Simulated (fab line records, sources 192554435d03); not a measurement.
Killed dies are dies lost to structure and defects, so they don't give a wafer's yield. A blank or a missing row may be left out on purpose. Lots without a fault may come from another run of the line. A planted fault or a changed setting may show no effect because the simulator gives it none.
fab line records | flow n5_finfet
record lots=4 wafers=11 last_day=15
route steps=1938 shown BEOL_M0_SAQP@665 BEOL_M0_CUTY@701 BEOL_M4@1111 BEOL_M5@1129 PASSIVATION@1936
lots that met no fault: from a run of the same line without faults
start_h: hours from the record's first day to the start of the lot's first wafer shown | wait_h: hours since the lot's step before | " the same as in the row above | L1.1+2: a row that stands for several wafers | - no value, or no start given | * or withheld: withheld | < > ~ a bound
route shown NAME@n: a module of which the file shows steps, and the number in the route of the first | usual: mean/standard deviation of fault-free wafers | same: alike in all rows | chamber/n: place in a boat | sites: the reading at each site | _std_site: their standard deviation | _edge_site: outer sites' mean less inner sites' | radius_mm: how far each site lies from the wafer's centre | mask NAME#n: copy n | behind: the tool/chamber that last shaped the wafer | hold: why the lot was held/for how many hours/how that ended | device: the transistor (n, p or np) that didn't switch | end of line: the same wafers' tests at the end of the route | a step without rows: its recipe alone | killed: dies lost to structure and defects at the first sort, not the wafer's yield | map: a wafer's dies, x killed, . not, _ none there
set.NAME: the setting as run; set.NAME@STEP: as run at that earlier step | model.NAME: the simulator's own value behind a step, which no gauge read
lots at some steps of the route; a table a step, a row a wafer
services: from which hour (start_h, from the record's first day; less than 0 if before it) a tool's chamber was out of use, for how many hours, and why
## steps
# step N5_BEOL_M0_SAQP_MANDREL1_REMOVE_100
# recipe chemistry=HBr/Cl2/O2 bt_time_s=10 target=a-Si stop_on=SiNx endpoint=OES-SiCl over_etch_frac=0.85 icp_w=600 bias_w=30 HBr_flow_sccm=150 Cl2_flow_sccm=80 O2_flow_sccm=5 pressure_mtorr=10
# step N5_BEOL_M0_SAQP_ETCH_101
# recipe chemistry=CH3F/O2 target=SiNx mask_material=SiO2 target_depth_a=299 time_s=42.7 pressure_mtorr=30 source_w=395 bias_w=73 Ar_flow_sccm=150 CH3F_flow_sccm=30 O2_flow_sccm=20 ion_energy_ev=120
# step N5_BEOL_M0_SAQP_ETCH_102
# recipe chemistry=CF4 target=SiO2 target_depth_a=40 ion_energy_ev=350 time_s=4.4 pressure_mtorr=10 icp_w=800 bias_w=400 cf4_flow_sccm=80
# step N5_BEOL_M0_SAQP_MANDREL_ETCH_103
# recipe chemistry=HBr/Cl2 target=a-Si target_depth_a=450 bt_time_s=10 stop_on=SiCN mask_material=SiO2 over_etch_frac=0.8 time_s=27 pressure_mtorr=10 icp_w=800 bias_w=75 HBr_flow_sccm=150 Cl2_flow_sccm=80 ends=end_point
# step N5_BEOL_M0_SAQP_RECESS_104
# recipe chemistry=HF/NH3 target=SiO2 target_depth_a=180 afs_cycles=3 temp_c=30 sublimation_temp_c=180 sublimation_time_s=60
# step N5_BEOL_M0_SAQP_COAT_105
# recipe resist=SOC temp_c=250 time_s=60 spin_rpm=1500 resist_thk_nm=100
# step N5_BEOL_M0_SAQP_ETCH_106
# recipe chemistry=N2/H2 target=SOC target_depth_a=1500 stop_on=SiNx ion_energy_ev=100 bias_w=61 pressure_mtorr=30 source_w=850 n2_flow_sccm=200 h2_flow_sccm=200
# step N5_BEOL_M0_SAQP_ETCH_107
# recipe chemistry=CH3F/O2 target=SiNx target_depth_a=300 mask_material=SOC pressure_mtorr=30 source_w=395 bias_w=73 Ar_flow_sccm=150 CH3F_flow_sccm=30 O2_flow_sccm=20 ion_energy_ev=120
# step N5_BEOL_M0_SAQP_STRIP_108
# recipe chemistry=N2/H2 power_w=500 temp_c=40 pressure_mtorr=50 rf_frequency_hz=6e+07 overash_fraction=0.3 bias_power_w=28 h2_frac=0.5 n2_flow_sccm=300 h2_flow_sccm=300
# step N5_BEOL_M0_SAQP_RECESS_109
# recipe chemistry=HF/NH3 target=SiO2 target_depth_a=30 afs_cycles=1 temp_c=30 sublimation_temp_c=180 sublimation_time_s=60
# step N5_BEOL_M0_SAQP_SPACER2_ALD_26
# recipe material=SiO2 target_thk_a=150 temp_c=300 ald_precursor_family=BDEAS ald_co_reactant=O2-plasma pulse_time_s=1 purge_time_s=2 co_reactant_purge_time_s=2 pressure_torr=2
# step N5_BEOL_M0_SAQP_SPACER2_ETCHBACK_27
# recipe chemistry=CHF3/O2 mode=anisotropic_etchback target=SiO2 target_depth_a=225 time_s=11.25 pressure_mtorr=30 source_w=650 bias_w=170 Ar_flow_sccm=200 CHF3_flow_sccm=50 O2_flow_sccm=5 ion_energy_ev=200
# usual drypump_motor_current_A=5.9/0.47 oes_product_au=0.81/0.1 rf_vpp_V=531/17 showerhead_plenum_p_Torr=2.42/0.069 throttle_valve_pct=18.85/0.25
# same time_s=11.25
# columns lot.wafer tool chamber start_h wait_h drypump_motor_current_A oes_product_au rf_hours_counter_h rf_vpp_V showerhead_plenum_p_Torr throttle_valve_pct model.a-Si_of_BEOL_M0_SAQP_PECVD_96.thk_nm
L652.1 rie_diel-03 0 120.01 0.3 6.2 0.69 239 543 2.36 18.78 42.8
L652.2 " 2 " " 6.6 0.68 245 541 2.47 19.12 42
L652.4 " 3 " " 5.7 0.69 194 531 2.49 19.09 43.4
L661.2 rie_diel-03 0 179.12 0.3 6.2 1.38 2 541 2.36 18.40 40.6
L661.3 " 2 " " 6.6 1.33 10 543 2.46 18.73 40.8
L662.3 rie_diel-03 0 191.31 0.3 6.2 1.36 6 543 2.36 18.43 41
L662.4 " 1 " " 5.7 1.06 179 512 2.31 19.32 41.2
L662.5 " 3 " " 5.7 0.94 - 532 2.48 19.18 42.6
L665.2 rie_diel-02 0 209.19 0.3 6.3 0.68 220 517 2.49 18.77 41.4
L665.3 " 2 " " 6.1 0.98 4 536 2.37 18.85 43.6
L665.5 " 0 " " 6.2 0.68 - 518 2.49 18.77 43.4
# step N5_BEOL_M0_SAQP_MANDREL2_REMOVE_110
# recipe chemistry=HBr/Cl2/O2 bt_time_s=10 target=a-Si stop_on=SiCN endpoint=OES-SiCl over_etch_frac=1 icp_w=600 bias_w=30 HBr_flow_sccm=150 Cl2_flow_sccm=80 O2_flow_sccm=5 pressure_mtorr=10
# step N5_BEOL_M0_SAQP_COAT_69
# recipe resist=SOC temp_c=250 time_s=60 spin_rpm=1500 resist_thk_nm=90
# step N5_BEOL_M0_SAQP_COAT_72
# recipe resist=SiARC temp_c=220 time_s=60 spin_rpm=1500 resist_thk_nm=15
# step N5_BEOL_M0_SAQP_COAT_87
# recipe resist=underlayer temp_c=205 time_s=60 spin_rpm=1500 resist_thk_nm=5
# step N5_BEOL_M0_SAQP_COAT_34
# recipe resist=CAR-EUV spin_rpm=1500 resist_thk_nm=30
# step N5_BEOL_M0_SAQP_EBR_36
# recipe solvent=PGMEA ebr_width_mm=1.5
# step N5_BEOL_M0_SAQP_SOFTBAKE_35
# recipe temp_c=110 time_s=60 resist=CAR-EUV
# step N5_BEOL_M0_SAQP_EXPOSE_37
# recipe mask_id=M0_CUT1 na=0.33 source_shape=annular sigma_inner=0.35 sigma_outer=0.8 polarization=unpolarized target_cd_nm=30 dose_mj=44.75
# step N5_BEOL_M0_SAQP_PEB_38
# recipe peb_temp_c=100 peb_time_s=60 resist=CAR-EUV
# step N5_BEOL_M0_SAQP_DEVELOP_39
# recipe develop_time_s=30 developer=TMAH resist=CAR-EUV rinse_liquid=surfactant_rinse dry=air_spin dev_temp_c=23
# step N5_BEOL_M0_SAQP_DESCUM_45
# recipe chemistry=O2 time_s=7 source_power_w=50 bias_power_w=20 pressure_mtorr=20 rf_frequency_hz=2.712e+07 temp_c=40 resist=CAR-EUV o2_flow_sccm=225
# step N5_BEOL_M0_SAQP_ETCH_88
# recipe chemistry=N2/H2 target=underlayer target_depth_a=65 time_s=5.2 ion_energy_ev=200 mask_material=CAR-EUV pressure_mtorr=30 source_w=840 bias_w=150 n2_flow_sccm=200 h2_flow_sccm=200 ends=cleared
# step N5_BEOL_M0_SAQP_ETCH_73
# recipe chemistry=CF4 target=SiARC target_depth_a=195 mask_material=CAR-EUV time_s=32.5 ion_energy_ev=80 pressure_mtorr=40 source_w=545 bias_w=36 Ar_flow_sccm=100 cf4_flow_sccm=100 ends=cleared
# step N5_BEOL_M0_SAQP_CUT_ETCH_46
# recipe chemistry=N2/H2 target=SOC target_depth_a=1350 overetch_a=270 temp_c=40 time_s=202.5 ion_energy_ev=200 mask_material=SiARC pressure_mtorr=30 source_w=840 bias_w=150 n2_flow_sccm=200 h2_flow_sccm=200
# step N5_BEOL_M0_SAQP_STRIP_74
# recipe chemistry=N2/H2 temp_c=40 n2_flow_sccm=200 h2_flow_sccm=200 rf_frequency_hz=6e+07
# step N5_BEOL_M0_SAQP_STRIP_89
# recipe chemistry=N2/H2 temp_c=40 n2_flow_sccm=200 h2_flow_sccm=200 rf_frequency_hz=6e+07
# step N5_BEOL_M0_SAQP_ALD_48
# recipe material=SiO2 target_thk_a=200 temp_c=100 ald_precursor_family=BDEAS ald_co_reactant=O2-plasma pulse_time_s=1 co_reactant_pulse_time_s=1 purge_time_s=2 co_reactant_purge_time_s=2 ald_cycles=139 pressure_torr=2
# step N5_BEOL_M0_SAQP_ETCH_49
# recipe chemistry=CF4/O2 target_depth_a=370 target=SiO2 pressure_mtorr=40 source_w=535 bias_w=49 Ar_flow_sccm=100 cf4_flow_sccm=100 O2_flow_sccm=10 ion_energy_ev=100
# step N5_BEOL_M0_SAQP_STRIP_75
# recipe chemistry=CF4 resist=SiARC power_w=300 bias_power_w=75 pressure_mtorr=50 cf4_flow_sccm=150 rf_frequency_hz=6e+07
# step N5_BEOL_M0_CUTY_COAT_50
# recipe resist=SiARC temp_c=220 time_s=60 spin_rpm=1500 resist_thk_nm=15
# step N5_BEOL_M0_CUTY_COAT_51
# recipe resist=CAR-ArF-block spin_rpm=1500 resist_thk_nm=150
# step N5_BEOL_M0_CUTY_EBR_52
# recipe solvent=PGMEA ebr_width_mm=1.5
# step N5_BEOL_M0_CUTY_SOFTBAKE_53
# recipe temp_c=110 time_s=60 resist=CAR-ArF-block
# step N5_BEOL_M0_CUTY_EXPOSE_54
# recipe mask_id=M0_ABLK na=1.35 source_shape=conventional sigma_outer=0.8 polarization=unpolarized dose_mj=36
# step N5_BEOL_M0_CUTY_PEB_55
# recipe peb_temp_c=110 peb_time_s=60 resist=CAR-ArF-block
# step N5_BEOL_M4_RC_MEAS_101
# usual DIBL_N=36.1/2 DIBL_P=36.3/2.4 IOFF_N=0.15/0.035 IOFF_P=0.21/0.039 ION_N=672/15 ION_P=463/9.7 SS_N=71.5/0.7 SS_P=73.2/0.75 VT_N=251/3.6 VT_P=-250/3.8
# columns lot.wafer tool chamber start_h wait_h DIBL_N[mV/V] DIBL_P[mV/V] IOFF_N[nA/um] IOFF_P[nA/um] ION_N[uA/um] ION_P[uA/um] SS_N[mV/dec] SS_P[mV/dec] VT_N[mV] VT_P[mV]
L652.1 prober-01 0 176.20 0.0 35.5 36.0 0.14 0.22 659 460 71.7 73.3 250 -245
L652.2 " 0 " " 32.9 33.8 0.11 0.19 667 471 70.3 72.6 255 -250
L652.4 " 0 " " 36.2 37.9 0.18 0.25 696 482 71.8 73.1 245 -245
L661.2 prober-02 0 239.99 0.2 37.9 37.6 0.18 0.25 661 452 72.7 73.6 249 -248
L661.3 " 0 " " 34.5 34.4 0.14 0.20 670 468 71.2 72.3 249 -249
L662.3 prober-01 0 246.33 0.3 37.6 37.9 0.19 0.24 694 479 72.0 73.2 244 -249
L662.4 " 0 " " 37.0 36.2 0.17 0.22 668 458 72.0 74.1 248 -248
L662.5 " 0 " " 37.9 37.2 0.19 0.24 712 479 71.9 72.9 248 -249
L665.2 prober-01 0 264.07 0.2 37.5 37.4 0.18 0.27 688 476 72.2 73.8 248 -242
L665.3 " 0 " " 33.1 33.3 0.13 0.20 684 474 70.5 72.5 252 -247
L665.5 " 0 " " 34.8 34.1 0.14 0.22 680 476 72.0 72.7 251 -246
# step N5_BEOL_M5_DESCUM_16
# recipe chemistry=O2 time_s=7 source_power_w=50 bias_power_w=20 pressure_mtorr=20 rf_frequency_hz=2.712e+07 temp_c=40 resist=CAR-EUV o2_flow_sccm=225
# usual drypump_motor_current_A=5.9/0.48 oes_product_au=0.83/0.095 rf_vpp_V=243.1/1.2 showerhead_plenum_p_Torr=2.09/0.065 throttle_valve_pct=20.36/0.25
# same time_s=7
# columns lot.wafer tool chamber start_h wait_h drypump_motor_current_A oes_product_au rf_hours_counter_h rf_vpp_V showerhead_plenum_p_Torr throttle_valve_pct model.BEOL_M5.cd_nm
L652.1 rie_diel-02 0 178.77 0.0 6.3 0.69 211 242.8 2.16 20.22 28.4
L652.2 " 3 " " 5.2 0.85 51 241.3 2.03 20.17 28.2
L652.4 " 1 " " 6.7 0.81 - 243.0 2.12 20.22 28
L661.2 rie_diel-03 3 242.12 0.2 5.7 0.68 235 245.1 2.16 20.69 28.2
L661.3 " 0 " " 6.2 0.93 21 241.1 2.05 19.91 28
L662.3 rie_diel-02 3 249.04 0.0 5.2 0.81 73 242.8 2.03 20.21 28.4
L662.4 " 2 " " 6.1 0.93 16 241.9 2.05 20.35 28.4
L662.5 " 3 " " 5.2 0.82 - 242.8 2.03 20.22 28.8
L665.2 rie_diel-03 1 266.50 0.0 5.7 0.73 201 242.2 1.98 20.71 27.8
L665.3 " 3 " " 5.7 0.67 242 244.4 2.15 20.70 27.8
L665.5 " 1 " " 5.7 0.73 - 241.8 1.98 20.69 27.8
# step N5_BEOL_M5_ETCH_41
# recipe chemistry=CH3F/O2 target=SiCN target_depth_a=315 taper_deg=2 time_s=56.7 ion_energy_ev=120 mask_material=TiN pressure_mtorr=30 source_w=395 bias_w=75 Ar_flow_sccm=150 CH3F_flow_sccm=30 O2_flow_sccm=20
# usual drypump_motor_current_A=5.9/0.48 oes_product_au=0.81/0.097 rf_vpp_V=297.3/1.5 showerhead_plenum_p_Torr=2.00/0.06 throttle_valve_pct=16.24/0.25
# same time_s=56.7
# columns lot.wafer tool chamber start_h wait_h drypump_motor_current_A oes_product_au rf_hours_counter_h rf_vpp_V showerhead_plenum_p_Torr throttle_valve_pct model.BEOL_M5.cd_nm
L652.1 rie_diel-02 1 - - 6.6 0.80 92 296.1 2.01 16.05 28
L652.2 " 3 " " 5.2 0.84 52 296.4 1.95 16.12 27.2
L652.4 " 3 " " 5.3 0.83 - 296.0 1.95 16.11 27.6
L661.2 rie_diel-03 3 - - 5.7 0.67 235 299.1 2.05 16.58 27.8
L661.3 " 1 " " 5.7 0.73 195 296.8 1.90 16.62 27.8
L662.3 rie_diel-02 2 - - 6.1 0.93 16 295.4 1.97 16.24 28.4
L662.4 " 1 " " 6.6 0.78 113 299.7 2.01 16.10 28
L662.5 " 0 " " 6.3 0.67 - 299.1 2.06 16.24 28.6
L665.2 rie_diel-02 2 - - 6.1 0.91 22 297.2 1.96 16.26 27.8
L665.3 " 3 " " 5.3 0.80 80 297.0 1.94 16.16 27.6
L665.5 " 3 " " 5.2 0.81 - 294.3 1.94 16.16 27.4
# step N5_PASSIVATION_PROBE_49
# usual defect_limited_yield=91.1/1.6 killed_at_M0_to_M3=35/11 killed_at_M4_up=13/5.4 killed_at_contacts=13/6.5 killed_at_front_end=40/14 killed_at_other=4/3.1 killed_dies=105/18 killed_open=69/14 killed_short=34/7.3 sort_bin_5_function=5.2/0.96 sort_bin_6_memory=3.4/0.77 sort_n_pass=1075/19 sort_yield_pct=91.1/1.6
# same gross_dies=1180 killed_at_back_side=0 sort_bin_4_leakage[%]=0 sort_bin_8_speed[%]=0
# columns lot.wafer tool chamber start_h wait_h defect_limited_yield[%] killed_at_M0_to_M3 killed_at_M4_up killed_at_contacts killed_at_front_end killed_at_other killed_dies killed_open killed_short sort_bin_5_function[%] sort_bin_6_memory[%] sort_n_pass sort_yield_pct[%]
L652.1 prober-01 - 281.59 0.0 93.2 29 12 3 34 2 80 49 30 3.8 2.7 1100 93.2
L652.2 prober-01 - 281.64 0.1 90.8 29 18 13 41 7 108 64 42 5.6 3.4 1072 90.8
L652.4 prober-01 - 281.74 0.2 93.1 37 7 8 26 4 82 52 29 4.6 2.2 1098 93.1
L661.2 prober-01 - 349.18 0.1 91.9 22 3 15 52 3 95 65 30 4.4 3.4 1085 91.9
L661.3 prober-01 - 349.23 0.1 92.2 23 9 18 42 0 92 59 33 4.9 2.5 1088 92.2
L665.2 prober-01 - 370.03 0.1 91.5 33 14 31 17 5 100 59 41 5.3 2.9 1080 91.5
L665.3 prober-01 - 370.08 0.1 91.2 42 7 15 28 12 104 67 31 5.5 2.8 1076 91.2
L665.5 prober-01 - 370.18 0.2 91.3 23 18 24 33 5 103 67 32 5.8 2.5 1077 91.3
# killed by level:class
L652.1 BEOL_M0_SAQP:geometric_particle:short=9 FIN_SAQP:geometric_particle:open=7 GATE_CUT:geometric_particle:short=7 BEOL_M0_SAQP:geometric_particle:open=7 FIN_SAQP:geometric_particle:short=6 BEOL_M2:geometric_particle:open=6 BEOL_M3:geometric_particle:open=4 BEOL_M4:geometric_particle:open=4
L652.2 MOL_CONTACT_COAG:geometric_particle:open=10 FIN_SAQP:geometric_particle:open=9 FIN_SAQP:geometric_particle:short=6 BEOL_M3:geometric_particle:open=6 BEOL_M0_SAQP:geometric_particle:short=6 ILD0:geometric_particle:short=5 STI_FIN_REVEAL:geometric_particle:open=4 BEOL_M2:geometric_particle:open=4
L652.4 BEOL_M0_SAQP:geometric_particle:short=11 BEOL_M0_SAQP:geometric_particle:open=8 MOL_CONTACT_COAG:geometric_particle:open=7 BEOL_M3:geometric_particle:open=6 DUMMY_GATE:geometric_particle:open=5 BEOL_M1:geometric_particle:open=5 ILD0:geometric_particle:open=4 BEOL_M2:geometric_particle:open=4
L661.2 STI_FIN_REVEAL:geometric_particle:open=15 MOL_CONTACT_COAG:geometric_particle:open=12 FIN_SAQP:geometric_particle:short=8 FIN_SAQP:geometric_particle:open=8 BEOL_M3:geometric_particle:open=7 BEOL_M1:geometric_particle:open=4 BEOL_M2:geometric_particle:open=4 STARTING-WAFER:geometric_particle:open=4
L661.3 MOL_CONTACT_COAG:geometric_particle:open=16 FIN_SAQP:geometric_particle:short=6 FIN_SAQP:geometric_particle:open=6 GATE_CUT:geometric_particle:short=6 BEOL_M0_SAQP:geometric_particle:short=5 BEOL_M2:geometric_particle:open=5 BEOL_M3:geometric_particle:open=5 STI_FIN_REVEAL:geometric_particle:open=4
L665.2 MOL_CONTACT_COAG:geometric_particle:short=16 MOL_CONTACT_COAG:geometric_particle:open=15 BEOL_M3:geometric_particle:open=12 BEOL_M0_SAQP:geometric_particle:short=7 FIN_SAQP:geometric_particle:short=6 BEOL_M5:geometric_particle:open=6 STI_FIN_REVEAL:geometric_particle:open=4 BEOL_M0_SAQP:geometric_particle:open=4
L665.3 MOL_CONTACT_COAG:geometric_particle:open=14 BEOL_M0_SAQP:geometric_particle:open=8 BEOL_M1:geometric_particle:open=8 BEOL_M2:geometric_particle:open=7 FIN_SAQP:geometric_particle:short=6 BEOL_M3:geometric_particle:open=6 MIM_TOP_ETCH:geometric_particle:open=6 FIN_SAQP:geometric_particle:open=4
L665.5 MOL_CONTACT_COAG:geometric_particle:open=22 FIN_SAQP:geometric_particle:short=12 BEOL_M4:geometric_particle:open=7 STI_FIN_REVEAL:geometric_particle:open=6 BEOL_M0_SAQP:geometric_particle:open=6 BEOL_M0_SAQP:geometric_particle:short=6 FIN_SAQP:geometric_particle:open=5 BEOL_M1:geometric_particle:open=5
## services
# columns tool chamber start_h hours kind
rie_diel-03 2 135.89 - clean
rie_diel-03 2 135.89 - consumable_replace:focus_ring
rie_diel-03 2 135.89 17.7 scheduled_down
rie_diel-03 2 135.89 17.7 vent_cycle
rie_diel-02 - 142.37 0.3 repair
rie_diel-03 0 154.19 - clean
rie_diel-03 0 154.19 - consumable_replace:focus_ring
rie_diel-03 0 154.19 17.6 scheduled_down
rie_diel-03 0 154.19 17.6 vent_cycle
rie_diel-02 2 172.46 - clean
rie_diel-02 2 172.46 - consumable_replace:focus_ring
rie_diel-02 2 172.46 20.7 scheduled_down
rie_diel-02 2 172.46 20.7 vent_cycle
## key
first_sign step=N5_BEOL_M0_SAQP_SPACER2_ETCHBACK_27 reading=oes_product_au direction=up sigmas=4 usual=0.81 struck=1.21
effect none on later readings
model_effect step=N5_BEOL_M0_SAQP_SPACER2_ETCHBACK_27 value=a-Si_of_BEOL_M0_SAQP_PECVD_96.thk_nm without=42.2 struck=41.24
model_effect step=N5_BEOL_M5_DESCUM_16 value=BEOL_M5.cd_nm without=28.08 struck=28.36
model_effect step=N5_BEOL_M5_ETCH_41 value=BEOL_M5.cd_nm without=27.8 struck=28.12
met_at N5_BEOL_M0_SAQP_SPACER2_ETCHBACK_27
struck_wafers L661.2,L661.3,L662.3,L662.4,L662.5
loop_trim step=N5_BEOL_M5_EXPOSE_08 setting=dose lots=L662
onset_between 120.01 179.12
fault kind=process_parameter_drift tool=rie_diel-03 chamber=- onset_h=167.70 steps=N5_BEOL_M0_SAQP_SPACER2_ETCHBACK_27 channel=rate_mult offset=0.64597 shape=step end_h=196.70
# loop_trim: a control loop set the setting to another value than it would have without faults
